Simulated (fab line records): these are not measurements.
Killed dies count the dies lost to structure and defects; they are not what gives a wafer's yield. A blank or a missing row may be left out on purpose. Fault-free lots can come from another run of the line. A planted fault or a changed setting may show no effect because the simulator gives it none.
Matching of chambers || flow nand_harc || NHARC_A_SLIT_DESCUM_14 on rie_diel-03 has 4 sister chambers
The step chemistry O2, time 3 s. 4 wafers are shown with their chamber, then 9 later ones without.

== WAFERS PAIRED WITH THEIR CHAMBERS ==
{"wafer": "L084.5", "chamber": 2, "drypump_motor_current_A (A)": 6.8}
{"wafer": "L085.2", "chamber": 1, "drypump_motor_current_A (A)": 6.2}
{"wafer": "L089.4", "chamber": 3, "drypump_motor_current_A (A)": 5.0}
{"wafer": "L089.5", "chamber": 0, "drypump_motor_current_A (A)": 4.7}

== WAFERS WITHOUT THEIR CHAMBER ==
{"wafer": "L093.1", "drypump_motor_current_A (A)": 5.0}
{"wafer": "L093.2", "drypump_motor_current_A (A)": 4.7}
{"wafer": "L093.6", "drypump_motor_current_A (A)": 5.0}
{"wafer": "L092.1", "drypump_motor_current_A (A)": 6.8}
{"wafer": "L092.2", "drypump_motor_current_A (A)": 6.1}
{"wafer": "L092.6", "drypump_motor_current_A (A)": 5.0}
{"wafer": "L094.1", "drypump_motor_current_A (A)": 4.7}
{"wafer": "L094.3", "drypump_motor_current_A (A)": 6.2}
{"wafer": "L094.6", "drypump_motor_current_A (A)": 4.7}

== WHICH CHAMBER EACH WENT THROUGH ==
{"wafer": "L093.1", "from the rows above": 3, "in truth": 3}
{"wafer": "L093.2", "from the rows above": 0, "in truth": 0}
{"wafer": "L093.6", "from the rows above": 3, "in truth": 3}
{"wafer": "L092.1", "from the rows above": 2, "in truth": 2}
{"wafer": "L092.2", "from the rows above": 1, "in truth": 1}
{"wafer": "L092.6", "from the rows above": 3, "in truth": 3}
{"wafer": "L094.1", "from the rows above": 0, "in truth": 0}
{"wafer": "L094.3", "from the rows above": 1, "in truth": 1}
{"wafer": "L094.6", "from the rows above": 0, "in truth": 0}
Correctly placed: 9 of 9. From these rows, 0 cannot be placed. Number placed wrongly: 0.
How it was worked out, from the rows above alone: a wafer's distance from a chamber is the root of the sum, over the readings, of the square of ((its reading less the chamber's mean) divided by the reading's scatter). The wafer belongs to the nearest chamber; if the next one is less than 2 further off, it can't be placed. A chamber's mean is the mean of its shown wafers. The scatter: root of mean squared gap, hidden wafer to nearest shown wafer, with one shown wafer a chamber.
